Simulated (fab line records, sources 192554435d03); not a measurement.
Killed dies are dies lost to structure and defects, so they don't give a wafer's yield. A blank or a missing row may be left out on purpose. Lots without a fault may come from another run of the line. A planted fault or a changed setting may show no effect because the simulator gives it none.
Split-lot experiment | flow n5_finfet | 7 lots, 21 wafers read, on a route of 1938 steps

THE SPLIT
At N5_SDB_COAT_05 (resist thk 90 nm), the setting spin_rpm was moved away from the recipe's 1500 rpm on 7 of the 21 wafers read, by -10.8% to +9.9%. The other wafers ran this setting at the recipe's value.

FROM THE SPLIT TO THE READING: what the file shows between them, 3 steps
- N5_SDB_EBR_07
- N5_SDB_SOFTBAKE_06: time 60 s
- N5_SDB_DESCUM_16: chemistry O2, time 7.9 s

THE READING
CAR-ArF_of_SDB_COAT_05.thk_nm (the simulator's own value, which no gauge read), in nm, at N5_SDB_ETCH_17 (etches SiARC in CF4, target depth 23.4 nm, time 39 s). The file gives no usual value for it. The 14 wafers here that ran the recipe average 66.7 nm, standard deviation 0.22 nm.

wafer  | tool, chamber at the split | spin_rpm as run, rpm | against the recipe | CAR-ArF_of_SDB_COAT_05.thk_nm, nm | against lot-mates on the recipe
L074.1 | litho_track-05, 0          | 1648                 | +9.9%              | 62.6                              | -4.2
L074.2 | litho_track-05, 0          | 1500                 | recipe             | 66.8                              | -
L074.6 | litho_track-05, 0          | 1500                 | recipe             | 66.8                              | -
L076.1 | litho_track-02, 0          | 1338                 | -10.8%             | 72.2                              | +5.5
L076.3 | litho_track-02, 0          | 1500                 | recipe             | 66.8                              | -
L076.6 | litho_track-02, 0          | 1500                 | recipe             | 66.6                              | -
L078.3 | litho_track-05, 0          | 1500                 | recipe             | 66.8                              | -
L078.4 | litho_track-05, 0          | 1500                 | recipe             | 67.2                              | -
L078.6 | litho_track-05, 0          | 1500                 | recipe             | 67                                | -
L081.1 | litho_track-02, 0          | 1586                 | +5.7%              | 64                                | -2.4
L081.6 | litho_track-02, 0          | 1586                 | +5.7%              | 64                                | -2.4
L081.2 | litho_track-02, 0          | 1500                 | recipe             | 66.4                              | -
L080.1 | litho_track-05, 0          | 1500                 | recipe             | 66.4                              | -
L080.3 | litho_track-05, 0          | 1500                 | recipe             | 66.6                              | -
L080.5 | litho_track-05, 0          | 1500                 | recipe             | 66.6                              | -
L088.2 | litho_track-02, 0          | 1616                 | +7.7%              | 63.6                              | -3.3
L088.3 | litho_track-02, 0          | 1500                 | recipe             | 67                                | -
L088.5 | litho_track-02, 0          | 1500                 | recipe             | 66.8                              | -
L097.2 | litho_track-01, 0          | 1630                 | +8.7%              | 62.8                              | -3.8
L097.3 | litho_track-01, 0          | 1630                 | +8.7%              | 62.8                              | -3.8
L097.5 | litho_track-01, 0          | 1500                 | recipe             | 66.6                              | -

THE FIT
A straight line over all 21 wafers: CAR-ArF_of_SDB_COAT_05.thk_nm changes by -0.461 nm for each +1% of spin_rpm; r = -0.99; the points scatter about the line by 0.25 nm.
The same after taking each lot's own level away (the mean of its wafers on the recipe; 21 wafers): -0.455 nm for each +1%; r = -1.00; scatter 0.18 nm.
On that fit, the largest move of spin_rpm shifts the reading by 4.9 nm.
The lots' own levels span 66.40 to 67.00 nm, that is 2.7 times the standard deviation above.
So the lot-to-lot level changes the slope little: the two slopes agree.
Check: with one of the wafers moved furthest among these (-10.8%) left out of the fit, the line predicts +4.65 nm for it against its lot-mates. It came out at +5.5 nm against them.

OTHER SPLITS ON THESE WAFERS
These wafers also went through other splits before the reading. Each is held against what the fit with the lots' levels taken away leaves over:
other split on the same wafers | wafers away from the commonest value | r with CAR-ArF_of_SDB_COAT_05.thk_nm (lot level and that fit taken away)
N5_SD_EPI_N_PEB_07 peb_temp_c  | 3                                    | +0.53

THE WHOLE CHAIN: every reading that the file lists as answering this split, in the file's order
step           | what it does                                         | reading                                                                        | change (the file's fit)               | r (the file's)
N5_SDB_COAT_05 | resist thk 90 nm                                     | CAR-ArF_of_SDB_COAT_05.thk_nm (the simulator's own value, which no gauge read) | -0.455 nm for each +1% of the setting | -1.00
N5_SDB_ETCH_17 | etches SiARC in CF4, target depth 23.4 nm, time 39 s | CAR-ArF_of_SDB_COAT_05.thk_nm (the simulator's own value, which no gauge read) | -0.453 nm for each +1% of the setting | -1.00

THE FILE'S OWN FIT
CAR-ArF_of_SDB_COAT_05.thk_nm changes by -0.453 nm for each +1% of spin_rpm, r = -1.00.
